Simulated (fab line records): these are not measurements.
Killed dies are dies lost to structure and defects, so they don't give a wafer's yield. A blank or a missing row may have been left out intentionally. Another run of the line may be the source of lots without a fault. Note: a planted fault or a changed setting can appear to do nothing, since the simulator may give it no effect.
fab line records | flow nand_harc
[record] lots = 7 wafers = 18 last_day = 26
route steps=1159 shown A_CHANNEL_HOLE_D1@455 END@1159
lots with no fault: from the same line, run without faults
start_h: hours from the record's opening day to when the first of the lot's shown wafers began | wait_h: time in hours since the lot's previous step | " as in the row above | L1.1+2: a single row standing in for several wafers | - no value, or no start was given | * or withheld: withheld | < > ~ a bound
route shown NAME@n: names a module that has steps shown in the file, with the first one's number in the route | usual: mean/standard deviation taken from wafers without a fault | same: alike in all rows | chamber/n: place in a boat | sites: per-site readings | _std_site: the standard deviation of these | _edge_site: outer sites' mean less inner sites' | radius_mm: for every site, how far away it sits from the centre of the wafer | mask NAME#n: copy n | behind: the tool/chamber that last shaped the wafer | hold: reason for holding the lot/hours on hold/outcome of the hold | device: whichever transistor did not switch (one of n, p or np) | end of line: the same wafers' tests at the end of the route | a step given without rows: its recipe and nothing more | killed: count of dies lost to structure and defects at first sort (not the wafer's yield) | map: a wafer's dies, x killed, . not, _ none there
set.NAME: the setting the step ran with; set.NAME@STEP: the setting that earlier step ran with | model.NAME: the simulator's own value behind a step, which no gauge read
a table for each step, a row for each wafer; lots at some steps of the route
services: the hour from which a tool's chamber was out of use, counted from the record's first day as start_h (under 0 if before that day), plus the number of hours and why
[[steps]]
[step NHARC_A_CHANNEL_HOLE_D1_COAT_37]
[recipe] temp_c = 225 time_s = 65
[step NHARC_A_CHANNEL_HOLE_D1_COAT_04]
[recipe] spin_rpm = 1500 resist_thk_nm = 90
[step NHARC_A_CHANNEL_HOLE_D1_SOFTBAKE_05]
[recipe] temp_c = 105 time_s = 55
[step NHARC_A_CHANNEL_HOLE_D1_EBR_06]
[step NHARC_A_CHANNEL_HOLE_D1_EXPOSE_07]
[recipe] na = 1.35 target_cd_nm = 100 sigma_outer = 0.3 dose_mj = 59.65 mask_id = HOLE_D1
[step NHARC_A_CHANNEL_HOLE_D1_PEB_08]
[recipe] peb_temp_c = 100 peb_time_s = 65
[step NHARC_A_CHANNEL_HOLE_D1_DEVELOP_09]
[recipe] develop_time_s = 35 dev_temp_c = 23
[step NHARC_A_CHANNEL_HOLE_D1_CD_MEAS_10]
[recipe] target_cd_nm = 100 landing_energy_ev = 500
[usual] cd_nm = 100.1/0.49
// columns lot.wafer tool chamber start_h wait_h cd_nm
L195.3 cd_sem-02 0 182.65 - 100.5
L195.5 " 0 " " 100.0
L195.6 " 0 " " 100.5
L196.4 cd_sem-02 0 183.53 - 100.1
L196.5 " 0 " " 100.6
L196.6 " 0 " " 100.3
L202.1 cd_sem-03 0 225.23 - 99.7
L202.3 " 0 " " 99.8
L207.3 cd_sem-02 0 246.04 - 99.5
L207.6 " 0 " " 99.9
L205.1 cd_sem-03 0 247.85 - 100.2
L205.6 " 0 " " 99.7
L214.3 cd_sem-03 0 290.78 - 100.7
L214.4 " 0 " " 99.8
L214.6 " 0 " " 100.0
L216.1 cd_sem-01 0 312.93 - 99.8
L216.4 " 0 " " 99.4
L216.5 " 0 " " 100.0
[step NHARC_A_CHANNEL_HOLE_D1_OVL_MEAS_11]
[usual] overlay_x_nm = 0.1/0.79 overlay_y_nm = 0.1/1.1
// columns lot.wafer tool chamber start_h wait_h overlay_x_nm overlay_y_nm
L195.3 overlay-01 - 182.74 - 0.2 -0.1
L195.5 " - " " 0.0 0.7
L195.6 " - " " -0.2 0.4
L196.4 overlay-01 - 183.61 - 0.6 -0.7
L196.5 " - " " -0.1 -0.3
L196.6 " - " " 0.0 0.2
L202.1 overlay-02 - 225.32 - -0.4 -0.1
L202.3 " - " " -0.3 -0.7
L207.3 overlay-02 - 246.12 - -0.4 -1.2
L207.6 " - " " -0.3 -0.1
L205.1 overlay-01 - 247.93 - 0.7 1.1
L205.6 " - " " 0.2 1.2
L214.3 overlay-01 - 290.87 - -0.4 0.5
L214.4 " - " " -0.2 0.8
L214.6 " - " " -0.3 0.7
L216.1 overlay-02 - 313.01 - 0.1 -0.2
L216.4 " - " " 0.7 0.0
L216.5 " - " " 0.5 -1.0
[step NHARC_A_CHANNEL_HOLE_D1_INSPECT_12]
[usual] raw_defect_count = 5.3/2.7
// columns lot.wafer tool chamber start_h wait_h raw_defect_count
L195.3 defect_inspect-01 - 182.77 0.0 13
L195.5 " - " " 11
L195.6 " - " " 5
L196.4 defect_inspect-01 - 183.66 0.0 1
L196.5 " - " " 6
L196.6 " - " " 7
L202.1 defect_inspect-01 - 225.35 0.0 5
L202.3 " - " " 1
L207.3 defect_inspect-02 - 246.16 0.0 8
L207.6 " - " " 4
L205.1 defect_inspect-02 - 247.97 0.0 3
L205.6 " - " " 6
L214.3 defect_inspect-02 - 290.90 0.0 5
L214.4 " - " " 6
L214.6 " - " " 6
L216.1 defect_inspect-01 - 313.05 0.0 6
L216.4 " - " " 5
L216.5 " - " " 9
[step NHARC_A_CHANNEL_HOLE_D1_DESCUM_15]
[recipe] time_s = 3 o2_flow_sccm = 200 ar_flow_sccm = 0 bias_power_w = 0 chemistry = O2
[usual] drypump_motor_current_A = 5.8/0.4 oes_product_au = 1.001/0.0096 rf_vpp_V = 57.7/0.88 showerhead_plenum_p_Torr = 1.90/0.083 throttle_valve_pct = 11.312/0.0085
// columns lot.wafer tool chamber start_h wait_h drypump_motor_current_A oes_product_au rf_hours_counter_h rf_vpp_V showerhead_plenum_p_Torr throttle_valve_pct
L195.3 rie_diel-03 3 182.83 0.1 5.6 0.990 9 56.8 2.01 11.304
L195.6 " 3 " " 5.6 0.988 - 56.2 2.01 11.309
L195.5 " 0 " " 5.1 1.014 - 57.3 1.85 11.307
L196.4 rie_diel-08 0 183.71 0.1 5.7 0.989 2 57.1 1.97 11.306
L196.5 " 0 " " 5.7 0.996 - 58.3 1.97 11.301
L196.6 " 1 " " 5.3 0.991 - 56.9 1.86 11.319
L202.1 rie_diel-08 3 225.42 0.1 6.5 1.008 6 57.4 1.87 11.295
L202.3 " 1 " " 5.4 1.004 4 57.0 1.86 11.310
L207.3 rie_diel-08 3 246.23 0.1 6.5 1.010 7 58.0 1.87 11.330
L207.6 " 3 " " 6.5 1.012 - 59.0 1.87 11.322
L205.1 rie_diel-08 1 248.03 0.1 5.3 0.983 6 57.3 1.86 11.310
L205.6 " 1 " " 5.3 0.998 - 58.2 1.86 11.320
L214.3 rie_diel-12 0 290.98 0.1 6.4 0.996 6 56.9 1.81 11.320
L214.4 " 1 " " 6.0 1.023 5 56.2 2.01 11.309
L214.6 " 2 " " 6.0 0.989 - 56.3 1.95 11.307
L216.1 rie_diel-12 1 313.13 0.1 5.9 1.021 7 56.1 2.01 11.305
L216.4 " 2 " " 6.0 0.990 8 57.5 1.95 11.321
L216.5 " 0 " " 6.4 1.001 - 56.1 1.81 11.315
[step NHARC_A_CHANNEL_HOLE_D1_ETCH_38]
[recipe] target_depth_a = 390 over_etch_frac = 0.3 time_s = 65 ion_energy_ev = 80 cf4_flow_sccm = 150 ar_flow_sccm = 0 rf_w = 300 bias_w = 100 chemistry = CF4
[usual] drypump_motor_current_A = 5.8/0.4 oes_product_au = 1.002/0.01 rf_vpp_V = 151.2/1.2 run_length_s = 86.3/0.39 showerhead_plenum_p_Torr = 1.76/0.07 throttle_valve_pct = 13.284/0.0091
// columns lot.wafer tool chamber start_h wait_h drypump_motor_current_A oes_product_au rf_hours_counter_h rf_vpp_V run_length_s showerhead_plenum_p_Torr throttle_valve_pct
L195.3 rie_diel-03 2 182.92 0.1 5.4 0.989 10 152.0 85.7 1.85 13.283
L195.5 " 2 " " 5.4 0.992 - 151.0 86.0 1.85 13.279
L195.6 " 3 " " 5.6 0.993 - 152.3 86.1 1.85 13.277
L196.4 rie_diel-08 0 183.81 0.1 5.7 0.992 2 152.4 86.4 1.82 13.291
L196.6 " 2 " " 5.6 1.005 - 151.2 86.1 1.78 13.278
L196.5 " 3 " " 6.5 0.989 - 151.7 86.6 1.73 13.285
L202.1 rie_diel-08 2 225.50 0.1 5.6 1.015 5 149.2 85.8 1.78 13.275
L202.3 " 3 " " 6.5 1.011 6 150.3 86.6 1.73 13.289
L207.3 rie_diel-08 1 246.32 0.1 5.3 1.006 6 149.8 86.4 1.72 13.292
L207.6 " 3 " " 6.5 1.005 - 150.1 86.7 1.73 13.285
L205.1 rie_diel-08 1 248.13 0.1 5.3 1.002 6 149.8 86.4 1.72 13.276
L205.6 " 0 " " 5.7 0.992 - 152.2 86.4 1.82 13.296
L214.3 rie_diel-12 3 291.06 0.1 6.1 1.004 7 150.0 86.6 1.67 13.267
L214.4 " 0 " " 6.4 1.001 6 151.0 86.6 1.68 13.286
L214.6 " 2 " " 5.9 0.985 - 151.3 85.9 1.80 13.265
L216.1 rie_diel-12 1 313.20 0.1 5.9 1.021 7 154.3 86.6 1.85 13.294
L216.4 " 0 " " 6.4 1.011 9 150.0 86.5 1.68 13.284
L216.5 " 2 " " 6.0 1.003 - 150.6 86.3 1.80 13.285
[step NHARC_A_CHANNEL_HOLE_D1_ETCH_39]
[recipe] target_depth_a = 2600 over_etch_frac = 0.3 time_s = 325 ion_energy_ev = 200 n2_flow_sccm = 150 h2_flow_sccm = 150 ar_flow_sccm = 0 rf_w = 400 bias_w = 150 chemistry = N2/H2
[usual] drypump_motor_current_A = 5.8/0.41 oes_product_au = 1.000/0.0088 rf_vpp_V = 429.9/2.4 run_length_s = 346.3/0.39 showerhead_plenum_p_Torr = 2.02/0.088 throttle_valve_pct = 14.172/0.008
// columns lot.wafer tool chamber start_h wait_h drypump_motor_current_A oes_product_au rf_hours_counter_h rf_vpp_V run_length_s showerhead_plenum_p_Torr throttle_valve_pct
L195.3 rie_diel-03 1 183.01 - 6.0 0.991 9 425.6 345.3 1.90 14.182
L195.6 " 1 " " 6.1 0.981 - 426.4 345.6 1.90 14.177
L195.5 " 2 " " 5.4 0.994 - 433.1 345.7 2.15 14.168
L196.4 rie_diel-08 0 183.92 - 5.7 0.995 2 432.3 346.7 2.10 14.168
L196.5 " 3 " " 6.5 0.996 - 430.3 346.5 1.99 14.172
L196.6 " 0 " " 5.7 0.998 - 431.4 346.5 2.10 14.175
L202.3 rie_diel-08 0 225.59 - 5.7 1.004 5 432.8 273.2 2.10 14.155
L202.1 " 3 " " 6.5 1.002 6 429.3 274.0 1.99 14.176
L207.3 rie_diel-08 0 246.40 - 5.7 1.003 6 431.6 273.7 2.10 14.171
L207.6 " 1 " " 5.3 0.994 - 427.6 346.5 1.98 14.165
L205.1 rie_diel-08 2 248.28 - 5.6 1.012 7 431.9 272.9 2.05 14.172
L205.6 " 0 " " 5.7 1.002 - 429.6 346.4 2.10 14.176
L214.4 rie_diel-12 0 291.19 - 6.4 0.991 6 427.8 346.3 1.93 14.181
L214.3 " 1 " " 5.9 1.017 5 433.4 346.6 2.14 14.177
L214.6 " 2 " " 5.9 0.989 - 430.4 346.7 2.08 14.176
L216.1 rie_diel-12 1 313.29 - 5.9 1.012 7 432.9 346.2 2.14 14.176
L216.4 " 3 " " 6.1 0.997 9 426.7 346.6 1.91 14.172
L216.5 " 1 " " 5.9 1.018 - 432.2 346.4 2.14 14.165
[step NHARC_A_CHANNEL_HOLE_D1_ETCH_34]
[recipe] target_depth_a = 1540 time_s = 77 cf4_flow_sccm = 100 chf3_flow_sccm = 30 ar_flow_sccm = 0 rf_w = 500 bias_w = 200 chemistry = CF4/CHF3
[usual] drypump_motor_current_A = 5.8/0.4 oes_product_au = 0.952/0.022 rf_vpp_V = 370.2/2.3 run_length_s = 98.3/0.41 showerhead_plenum_p_Torr = 1.56/0.063 throttle_valve_pct = 16.801/0.0093
// columns lot.wafer tool chamber start_h wait_h drypump_motor_current_A oes_product_au rf_hours_counter_h rf_vpp_V run_length_s showerhead_plenum_p_Torr throttle_valve_pct
L195.3 rie_diel-03 2 - - 5.4 0.968 10 372.8 97.6 1.65 16.804
L195.5 " 2 " " 5.4 0.970 - 373.8 97.7 1.65 16.813
L195.6 " 3 " " 5.6 0.956 - 372.2 98.3 1.65 16.807
L196.4 rie_diel-08 2 - - 5.6 0.973 3 371.2 97.9 1.58 16.797
L196.6 " 2 " " 5.6 0.974 - 371.1 97.7 1.58 16.802
L196.5 " 3 " " 6.5 0.957 - 368.1 98.5 1.54 16.801
L202.1 rie_diel-08 0 - - 5.7 0.975 5 371.8 98.5 1.62 16.799
L202.3 " 2 " " 5.6 0.969 6 370.8 97.9 1.58 16.799
L207.3 rie_diel-08 0 - - 5.7 0.971 6 373.0 98.5 1.62 16.827
L207.6 " 0 " " 5.7 0.980 - 372.6 98.7 1.62 16.790
L205.1 rie_diel-08 0 - - 5.7 0.975 7 371.3 98.5 1.62 16.799
L205.6 " 2 " " 5.6 0.966 - 370.7 98.2 1.58 16.801
L214.4 rie_diel-12 2 - - 6.0 0.941 6 370.9 98.2 1.60 16.806
L214.3 " 0 " " 6.4 0.976 6 368.1 98.6 1.50 16.806
L214.6 " 2 " " 6.0 0.944 - 371.1 98.1 1.60 16.786
L216.4 rie_diel-12 0 - - 6.4 0.945 9 367.0 98.7 1.49 16.797
L216.1 " 1 " " 5.9 0.951 7 372.3 98.5 1.65 16.801
L216.5 " 0 " " 6.4 0.949 - 368.3 98.4 1.49 16.800
[step NHARC_END_SORT_01]
[recipe] temp_c = 25
[usual] killed_at_array = 28/9.1 killed_at_other = 0.6/0.87 killed_at_periphery = 3.4/2.7 killed_dies = 32/9 killed_open = 3.2/1.9 killed_short = 2.0/1.3
[same] gross_dies = 677
// columns lot.wafer tool chamber start_h wait_h killed_at_array killed_at_other killed_at_periphery killed_dies killed_open killed_short
L207.3 prober-02 0 519.24 3.1 33 0 3 36 3 1
L205.1 prober-02 0 525.51 2.5 41 0 1 42 3 2
// killed by level:class
L207.3 A_SLIT:chamber_film_flake=17 A_CONTACT:chamber_film_flake=5 A_CHANNEL_HOLE_D1:chamber_film_flake=4 P_GATE:chamber_film_flake=2 A_STAIRCASE:chamber_film_flake=2 A_CHANNEL_HOLE_D1:area_etch=2 P_M2:geometric_particle:open=1 A_CHANNEL_FILL_D1:geometric_particle:short=1
L205.1 A_CHANNEL_HOLE_D1:area_etch=15 A_SLIT:chamber_film_flake=11 A_CHANNEL_HOLE_D1:chamber_film_flake=5 A_STAIRCASE:chamber_film_flake=5 P_GATE:geometric_particle:open=1 A_CHANNEL_FILL_D1:geometric_particle:short=1 A_CHANNEL_FILL_D1:geometric_particle:open=1 A_STAIRCASE:geometric_particle:short=1
[[services]]
// columns tool chamber start_h hours kind
rie_diel-08 0 182.80 - clean
rie_diel-08 1 182.80 - clean
rie_diel-08 2 182.80 - clean
rie_diel-08 3 182.80 - clean
rie_diel-12 - 202.40 9.0 pm
rie_diel-08 0 207.30 - clean
rie_diel-08 1 207.30 - clean
rie_diel-08 2 207.30 - clean
rie_diel-08 3 207.30 - clean
rie_diel-03 - 215.30 9.0 pm
rie_diel-12 0 228.30 1.2 repair
rie_diel-08 0 231.82 - clean
rie_diel-08 1 231.82 - clean
rie_diel-08 2 231.82 - clean
rie_diel-08 3 231.82 - clean
rie_diel-08 0 256.32 - clean
rie_diel-08 1 256.32 - clean
rie_diel-08 2 256.32 - clean
rie_diel-08 3 256.32 - clean
rie_diel-12 1 266.55 6.8 repair
rie_diel-08 0 280.82 - clean
rie_diel-03 0 283.45 7.1 repair
rie_diel-03 0 295.69 2.1 repair
rie_diel-08 - 301.80 9.0 pm
[[key]]
[first_sign] step = NHARC_A_CHANNEL_HOLE_D1_ETCH_39 reading = run_length_s direction = down sigmas = 99+ usual = * struck = *
effect none on later readings
met_at NHARC_A_CHANNEL_HOLE_D1_ETCH_39
struck_wafers L202.1,L202.3,L205.1,L207.3
sort_left_out L202.1,L202.3
tester_left_out L202,L205,L207
onset_between 183.92 225.59
[fault] kind = process_parameter_drift tool = rie_diel-08 chamber = - onset_h = 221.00 steps = NHARC_A_CHANNEL_HOLE_D1_ETCH_39 channel = time_s offset = * shape = step end_h = 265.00 scope = struck_wafers_only acts_in = * stated = *
// tester_left_out: of these lots the tester's yield and bins aren't shown, on N5 and GAA mostly nor the transistor test; their killed dies are dies lost to structure and defects alone, not to doping, threshold or leakage, so they don't give the yield
// sort_left_out: the simulated sort isn't trusted on such a fault, so these wafers' sort isn't shown, and their yield isn't known
